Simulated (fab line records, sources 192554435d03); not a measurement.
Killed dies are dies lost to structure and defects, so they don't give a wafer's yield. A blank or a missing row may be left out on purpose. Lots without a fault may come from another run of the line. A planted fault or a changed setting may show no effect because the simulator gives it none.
Which tool did it? | flow n5_finfet | 9 lots, 27 wafers sampled, at 5 steps of a route of 1938

WHAT THE GAUGES READ, wafer by wafer
N5_BEOL_M4_RC_MEAS_101. Usual: DIBL_N 35.1 mV/V, standard deviation 1.6; DIBL_P 34.9 mV/V, standard deviation 1.8; IOFF_N 0.143 nA/um, standard deviation 0.026; IOFF_P 0.21 nA/um, standard deviation 0.037; ION_N 671 uA/um, standard deviation 11; ION_P 463 uA/um, standard deviation 7.8; SS_N 71.2 mV/dec, standard deviation 0.58; SS_P 73.0 mV/dec, standard deviation 0.54; VT_N 251 mV, standard deviation 3; VT_P -250 mV, standard deviation 4.1.
lot  | measured     | on        | DIBL_N (mV/V)  | DIBL_P (mV/V)  | IOFF_N (nA/um)    | IOFF_P (nA/um) | ION_N (uA/um) | ION_P (uA/um) | SS_N (mV/dec)  | SS_P (mV/dec)  | VT_N (mV)   | VT_P (mV)      | flag
L550 | day 8 19:02  | prober-02 | 36.0 35.5 38.2 | 35.6 35.7 37.7 | 0.173 0.165 0.214 | 0.22 0.23 0.27 | 682 682 690   | 468 468 469   | 71.7 71.4 71.7 | 73.0 73.1 73.6 | 248 247 246 | -247 -244 -242 |
L552 | day 8 23:17  | prober-02 | 32.9 34.7 35.1 | 32.2 34.7 35.1 | 0.110 0.137 0.147 | 0.18 0.21 0.22 | 663 678 680   | 462 472 464   | 69.8 70.9 71.3 | 72.5 72.8 72.7 | 255 250 252 | -249 -248 -249 |
L553 | day 9 04:28  | prober-01 | 33.5 33.3 34.0 | 33.1 32.9 33.4 | 0.131 0.129 0.138 | 0.17 0.17 0.16 | 676 670 675   | 461 453 460   | 71.2 71.2 70.9 | 72.3 73.0 73.1 | 249 251 253 | -254 -255 -254 |
L554 | day 9 06:34  | prober-01 | 31.5 35.8 33.8 | 31.2 35.1 33.7 | 0.092 0.149 0.122 | 0.12 0.16 0.15 | 661 655 663   | 455 450 453   | 69.7 71.0 70.4 | 72.1 72.9 73.3 | 259 251 252 | -260 -255 -256 |
L566 | day 13 23:33 | prober-02 | 34.6 35.2 35.7 | 33.5 34.0 33.9 | 0.104 0.122 0.121 | 0.17 0.18 0.18 | 647 660 653   | 447 455 454   | 71.2 70.7 70.8 | 73.7 73.1 73.1 | 256 254 256 | -256 -253 -253 |
L568 | day 13 23:04 | prober-01 | 34.1 34.5 34.7 | 34.2 33.9 36.2 | 0.138 0.140 0.165 | 0.20 0.19 0.24 | 668 670 696   | 462 459 477   | 70.5 71.0 71.9 | 73.2 73.2 73.1 | 251 253 246 | -247 -249 -246 |
L569 | day 14 05:44 | prober-01 | 33.6 36.4 33.3 | 33.2 36.0 32.2 | 0.113 0.156 0.106 | 0.18 0.22 0.16 | 655 676 656   | 462 475 455   | 70.6 71.6 70.8 | 72.5 73.7 71.9 | 253 252 255 | -249 -248 -252 |
L570 | day 14 18:48 | prober-01 | 34.3 37.4 36.3 | 33.8 38.1 36.9 | 0.121 0.175 0.154 | 0.19 0.26 0.23 | 656 675 674   | 450 472 472   | 71.3 71.4 71.2 | 72.6 73.6 72.7 | 253 249 251 | -251 -247 -250 |
L572 | day 15 03:55 | prober-01 | 37.5 35.5 36.4 | 36.4 34.0 35.6 | 0.162 0.135 0.157 | 0.26 0.23 0.25 | 673 673 677   | 469 466 476   | 71.4 71.0 71.7 | 73.5 73.5 74.0 | 252 251 250 | -244 -247 -243 |

WHICH TOOL RAN EACH LOT (tool, then ch and the chambers of the sampled wafers, then the start)
lot  | N5_BEOL_M1_ETCH_74                 | N5_BEOL_M1_STRIP_19                | N5_BEOL_M1_COAT_76                | N5_BEOL_M1_DESCUM_33
L550 | rie_diel-01 ch 2,3, day 6 13:01    | rie_diel-01 ch 2,3, day 6 13:20    | litho_track-03 ch 0, day 6 13:27  | rie_diel-01 ch 2,3, day 6 13:58
L552 | rie_diel-03 ch 0,1,2, day 6 16:28  | rie_diel-03 ch 0,1,2, day 6 16:47  | litho_track-03 ch 0, day 6 16:54  | rie_diel-01 ch 0,2,3, day 6 17:26
L553 | rie_diel-03 ch 1,2,3, day 7 01:48  | rie_diel-02 ch 0,1,2, day 7 02:08  | litho_track-03 ch 0, day 7 02:14  | rie_diel-02 ch 0,3, day 7 03:45
L554 | rie_diel-02 ch 0,1,2, day 7 13:45  | rie_diel-02 ch 0,1,2, day 7 14:04  | litho_track-03 ch 0, day 7 14:11  | rie_diel-02 ch 0,1,2, day 7 14:43
L566 | rie_diel-02 ch 0,1,2, day 10 17:32 | rie_diel-02 ch 0,1,2, day 10 17:52 | litho_track-03 ch 0, day 10 17:59 | rie_diel-03 ch 1,2,3, day 10 18:30
L568 | rie_diel-01 ch 0,1,3, day 10 21:15 | rie_diel-03 ch 0,2,3, day 10 21:35 | litho_track-02 ch 0, day 10 21:41 | rie_diel-01 ch 0,1,3, day 10 22:13
L569 | rie_diel-01 ch 0,1,2, day 11 02:59 | rie_diel-01 ch 1,2,3, day 11 03:40 | litho_track-03 ch 0, day 11 03:46 | rie_diel-01 ch 0,1,2, day 11 05:56
L570 | rie_diel-01 ch 0,1,2, day 11 12:31 | rie_diel-02 ch 0,1,2, day 11 12:55 | litho_track-03 ch 0, day 11 13:02 | rie_diel-02 ch 1,2,3, day 11 14:53
L572 | rie_diel-02 ch 1,2, day 12 08:04   | rie_diel-01 ch 0,3, day 12 08:31   | litho_track-03 ch 0, day 12 08:37 | rie_diel-01 ch 0,1,2, day 12 09:09
- N5_BEOL_M1_ETCH_74: etches underlayer in N2/H2, target depth 6.5 nm, time 5.2 s.
- N5_BEOL_M1_STRIP_19: strips in O2.
- N5_BEOL_M1_COAT_76: time 60 s, resist thk 5 nm.
- N5_BEOL_M1_DESCUM_33: chemistry O2, time 7 s.

WHAT THE TOOLS THEMSELVES READ (means of the sampled wafers that have a number; where no wafer has one, the mark that the record gives instead)
N5_BEOL_M1_ETCH_74. Usual: drypump_motor_current_A 5.7 A, standard deviation 0.37; etch_rf_on_time_s 5.18 s, standard deviation 0.11; oes_product_au 0.65 a.u., standard deviation 0.063; rf_vpp_V 524.0 V, standard deviation 2.8; showerhead_plenum_p_Torr 2.55 Torr, standard deviation 0.085; throttle_valve_pct 18.07 %, standard deviation 0.21.
lot  | tool        | drypump_motor_current_A (A) | etch_rf_on_time_s (s) | oes_product_au (a.u.) | rf_vpp_V (V) | showerhead_plenum_p_Torr (Torr) | throttle_valve_pct (%) | flag
L550 | rie_diel-01 | 5.8                         | 5.15                  | 0.64                  | 524.8        | 2.58                            | 18.14                  |
L552 | rie_diel-03 | 5.6                         | 5.07                  | 0.64                  | 521.0        | 2.49                            | 18.16                  |
L553 | rie_diel-03 | 5.6                         | 5.11                  | 0.64                  | 521.0        | 2.48                            | 18.18                  |
L554 | rie_diel-02 | 5.7                         | 5.24                  | 0.66                  | 523.3        | 2.55                            | 17.93                  |
L566 | rie_diel-02 | 5.7                         | 5.26                  | 0.64                  | 523.7        | 2.55                            | 17.97                  |
L568 | rie_diel-01 | 6.1                         | 5.24                  | 0.62                  | 521.9        | 2.50                            | 18.17                  |
L569 | rie_diel-01 | 5.8                         | 5.25                  | 0.61                  | 524.4        | 2.57                            | 18.23                  |
L570 | rie_diel-01 | 5.8                         | 5.26                  | 0.61                  | 524.8        | 2.56                            | 18.23                  |
L572 | rie_diel-02 | 5.6                         | 5.31                  | 0.59                  | 525.3        | 2.59                            | 18.19                  |

N5_BEOL_M1_STRIP_19. Usual: drypump_motor_current_A 5.6 A, standard deviation 0.35; oes_product_au 0.77 a.u., standard deviation 0.075; rf_vpp_V 3.7 V, standard deviation 0.54; showerhead_plenum_p_Torr 2.11 Torr, standard deviation 0.072; throttle_valve_pct 16.87 %, standard deviation 0.21.
lot  | tool        | drypump_motor_current_A (A) | oes_product_au (a.u.) | rf_vpp_V (V) | showerhead_plenum_p_Torr (Torr) | throttle_valve_pct (%) | flag
L550 | rie_diel-01 | 5.8                         | 0.74                  | 3.6          | 2.11                            | 16.89                  |
L552 | rie_diel-03 | 5.6                         | 0.74                  | 3.3          | 2.06                            | 16.95                  |
L553 | rie_diel-02 | 5.7                         | 0.77                  | 3.8          | 2.10                            | 16.70                  |
L554 | rie_diel-02 | 5.7                         | 0.78                  | 4.0          | 2.10                            | 16.69                  |
L566 | rie_diel-02 | 5.7                         | 0.75                  | 3.8          | 2.09                            | 16.75                  |
L568 | rie_diel-03 | 5.4                         | 0.73                  | 3.6          | 2.09                            | 17.03                  |
L569 | rie_diel-01 | 6.0                         | 0.72                  | 3.7          | 2.07                            | 16.93                  |
L570 | rie_diel-02 | 5.7                         | 0.75                  | 3.5          | 2.09                            | 16.73                  |
L572 | rie_diel-01 | 5.9                         | 0.70                  | 4.0          | 2.05                            | 16.96                  |

N5_BEOL_M1_COAT_76. Usual: exhaust_pa 44.9 Pa, standard deviation 0.98; heater_power_total_W 391.8 W, standard deviation 1.3; plate_temp_C 205.00 C, standard deviation 0.17.
lot  | tool           | exhaust_pa (Pa) | heater_power_total_W (W) | plate_temp_C (C) | flag
L550 | litho_track-03 | 45.4            | 391.5                    | 204.93           |
L552 | litho_track-03 | 44.9            | 390.0                    | 205.07           |
L553 | litho_track-03 | 44.6            | 420.0                    | 217.11           | OFF
L554 | litho_track-03 | 45.5            | 420.0                    | 217.32           | OFF
L566 | litho_track-03 | 44.3            | 392.2                    | 205.11           |
L568 | litho_track-02 | 44.8            | 390.9                    | 205.07           |
L569 | litho_track-03 | 44.3            | 392.0                    | 205.09           |
L570 | litho_track-03 | 44.5            | 391.9                    | 205.01           |
L572 | litho_track-03 | 44.8            | 391.1                    | 205.19           |

N5_BEOL_M1_DESCUM_33. Usual: drypump_motor_current_A 5.7 A, standard deviation 0.36; oes_product_au 0.77 a.u., standard deviation 0.08; rf_vpp_V 243.3 V, standard deviation 1.3; showerhead_plenum_p_Torr 2.11 Torr, standard deviation 0.07; throttle_valve_pct 20.64 %, standard deviation 0.21.
lot  | tool        | drypump_motor_current_A (A) | oes_product_au (a.u.) | rf_vpp_V (V) | showerhead_plenum_p_Torr (Torr) | throttle_valve_pct (%) | flag
L550 | rie_diel-01 | 6.1                         | 0.74                  | 243.1        | 2.05                            | 20.53                  |
L552 | rie_diel-01 | 5.9                         | 0.74                  | 242.8        | 2.09                            | 20.65                  |
L553 | rie_diel-02 | 5.5                         | 0.90                  | 243.3        | 2.12                            | 20.23                  |
L554 | rie_diel-02 | 5.7                         | 0.77                  | 243.4        | 2.09                            | 20.44                  |
L566 | rie_diel-03 | 5.6                         | 0.79                  | 243.8        | 2.13                            | 20.76                  |
L568 | rie_diel-01 | 6.0                         | 0.73                  | 242.5        | 2.05                            | 20.66                  |
L569 | rie_diel-01 | 5.8                         | 0.72                  | 244.1        | 2.11                            | 20.76                  |
L570 | rie_diel-02 | 5.4                         | 0.78                  | 243.8        | 2.15                            | 20.68                  |
L572 | rie_diel-01 | 5.8                         | 0.71                  | 243.0        | 2.10                            | 20.78                  |

THE ANSWER, worked out from the rows above alone
Rule: a lot is off if the mean of its wafers that have a number lies more than 3 standard deviations from the usual mean. A lot without any number at a reading at which 4 lots or more have one is off too. The other lots that the step has rows for count as sound. The gauges are gone through in route order, then the tools' own readings, and for those a lot's mean is taken as printed above. The first step at which some lot is off is used, and at that step the reading that is off furthest; a lot without a number counts as furthest.
Off: L553, L554, at N5_BEOL_M1_COAT_76 (plate_temp_C).
A tool fits if, at that step or a process step before it, it ran every lot that is off, and no sound lot after the first of them. None of those tried fits.

WHAT THE SIMULATOR HAD PUT IN
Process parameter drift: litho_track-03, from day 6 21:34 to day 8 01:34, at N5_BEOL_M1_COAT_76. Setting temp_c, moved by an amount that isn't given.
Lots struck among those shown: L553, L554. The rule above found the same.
